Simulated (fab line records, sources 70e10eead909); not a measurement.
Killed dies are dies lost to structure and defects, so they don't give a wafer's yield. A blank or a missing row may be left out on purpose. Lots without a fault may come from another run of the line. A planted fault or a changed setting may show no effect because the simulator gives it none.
Chamber matching | flow nand_harc | NHARC_A_M1_DESCUM_14 on rie_diel-02: 4 sister chambers
The step chemistry O2, time 3 s. 33 wafers are shown with their chamber, then 12 later ones without.

WAFERS WITH THEIR CHAMBER
wafer  | chamber | drypump_motor_current_A (A) | oes_product_au (a.u.) | rf_vpp_V (V)
L077.2 | 0       | 5.8                         | 0.993                 | 56.5
L077.3 | 3       | 5.6                         | 0.997                 | 59.0
L077.5 | 1       | 6.2                         | 0.995                 | 58.3
L078.3 | 1       | 6.2                         | 0.998                 | 58.0
L078.4 | 2       | 5.2                         | 1.005                 | 57.0
L078.6 | 2       | 5.2                         | 1.000                 | 59.0
L082.1 | 2       | 5.2                         | 1.001                 | 58.8
L082.2 | 1       | 6.2                         | 1.005                 | 58.1
L082.6 | 2       | 5.2                         | 1.002                 | 57.6
L081.1 | 2       | 5.2                         | 1.005                 | 58.2
L081.2 | 3       | 5.6                         | 0.993                 | 56.6
L081.5 | 3       | 5.6                         | 0.992                 | 56.3
L084.4 | 0       | 5.9                         | 0.980                 | 57.8
L084.5 | 2       | 5.2                         | 1.012                 | 57.5
L084.6 | 3       | 5.6                         | 1.011                 | 59.1
L086.1 | 2       | 5.2                         | 1.007                 | 58.5
L086.3 | 3       | 5.6                         | 1.001                 | 57.3
L086.6 | 3       | 5.6                         | 1.005                 | 57.0
L085.1 | 2       | 5.2                         | 0.998                 | 58.6
L085.4 | 3       | 5.6                         | 1.001                 | 58.6
L085.6 | 3       | 5.6                         | 0.992                 | 58.6
L089.1 | 1       | 6.2                         | 1.004                 | 58.2
L089.3 | 0       | 5.8                         | 0.963                 | 56.2
L089.5 | 2       | 5.2                         | 0.993                 | 58.3
L088.3 | 2       | 5.2                         | 0.997                 | 56.4
L088.4 | 3       | 5.6                         | 1.007                 | 56.4
L088.5 | 0       | 5.8                         | 0.979                 | 56.9
L092.1 | 2       | 5.2                         | 1.001                 | 58.0
L092.4 | 1       | 6.2                         | 1.001                 | 59.6
L092.5 | 2       | 5.2                         | 1.002                 | 58.5
L090.1 | 0       | 5.8                         | 0.977                 | 56.4
L090.4 | 2       | 5.2                         | 1.002                 | 57.8
L090.5 | 3       | 5.6                         | 1.005                 | 56.5

SIGNATURES (means of the wafers above)
reading                 | chamber 0 | chamber 1 | chamber 2 | chamber 3 | scatter within a chamber
drypump_motor_current_A | 5.820     | 6.200     | 5.200     | 5.600     | 0.0166
oes_product_au          | 0.97840   | 1.00060   | 1.00192   | 1.00040   | 0.00644
rf_vpp_V                | 56.760    | 58.440    | 58.015    | 57.540    | 0.87
Rule: a wafer's distance from a chamber is the root of the sum, over the readings, of the square of ((its reading less the chamber's mean) divided by the reading's scatter). The wafer belongs to the nearest chamber; if the next one is less than 2 further off, it can't be placed. The scatter: the root of (the sum of the squares of (reading less its chamber's mean) over the shown wafers, divided by (wafers less chambers)).

WAFERS WITHOUT THEIR CHAMBER
wafer  | drypump_motor_current_A (A) | oes_product_au (a.u.) | rf_vpp_V (V)
L093.1 | 5.9                         | 0.966                 | 57.7
L093.4 | 5.6                         | 0.988                 | 58.4
L093.5 | 5.2                         | 0.997                 | 58.2
L095.2 | 6.2                         | 1.012                 | 58.1
L095.3 | 5.6                         | 1.009                 | 57.7
L095.6 | 5.8                         | 0.970                 | 56.8
L097.3 | 6.2                         | 1.024                 | 56.9
L097.4 | 5.6                         | 1.009                 | 58.0
L097.6 | 5.6                         | 1.021                 | 59.7
L094.1 | 5.8                         | 0.970                 | 57.9
L094.2 | 5.6                         | 1.014                 | 59.2
L094.4 | 5.2                         | 1.004                 | 56.0

WHICH CHAMBER EACH WENT THROUGH
wafer  | from the rows above | in truth
L093.1 | 0                   | 0
L093.4 | 3                   | 3
L093.5 | 2                   | 2
L095.2 | 1                   | 1
L095.3 | 3                   | 3
L095.6 | 0                   | 0
L097.3 | 1                   | 1
L097.4 | 3                   | 3
L097.6 | 3                   | 3
L094.1 | 0                   | 0
L094.2 | 3                   | 3
L094.4 | 2                   | 2
Placed correctly: 12 of 12. Can't be placed from these rows: 0. Placed wrongly: 0.
